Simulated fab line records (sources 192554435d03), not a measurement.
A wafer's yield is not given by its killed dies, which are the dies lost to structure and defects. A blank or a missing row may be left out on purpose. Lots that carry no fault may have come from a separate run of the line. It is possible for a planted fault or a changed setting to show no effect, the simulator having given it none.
Chamber matching ; flow n5-finfet ; 3 sister chambers for N5_BEOL_M0_CO_CAP_123 on cvd-co-01
The step material Co, precursor CCTBA/H2, target thk 2 nm, time 102.1 s. 3 wafers are shown with their chamber, then 7 later ones without.

## WAFERS WITH THEIR CHAMBER
wafer;chamber;heater-power-w (W)
L654.2;0;233
L656.1;2;223
L656.4;1;205

## WAFERS MISSING THEIR CHAMBER
wafer;heater-power-w (W)
L656.5;236
L662.2;237
L662.4;210
L662.5;206
L666.2;232
L666.3;211
L666.5;219

## EACH ONE'S CHAMBER
wafer;from the rows above;in truth
L656.5;0;0
L662.2;0;0
L662.4;1;1
L662.5;1;1
L666.2;0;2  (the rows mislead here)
L666.3;can't be placed: 1 or 2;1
L666.5;2;2
Placed correctly: 5 of 7. From these rows, 1 cannot be placed; in 1 the true chamber is one of the candidates. Placed wrongly: 1.
How it was worked out, from the rows above alone: a wafer's distance from a chamber is the root of the sum, over the readings, of the square of ((its reading less the chamber's mean) divided by the reading's scatter). If the next closest chamber is less than 2 further off than the closest, the wafer can't be placed; otherwise it belongs to the closest. The mean given for a chamber averages the wafers shown for that chamber. The scatter: with one shown wafer a chamber, the root of the mean of the squares of how far each hidden wafer lies from its nearest shown one.
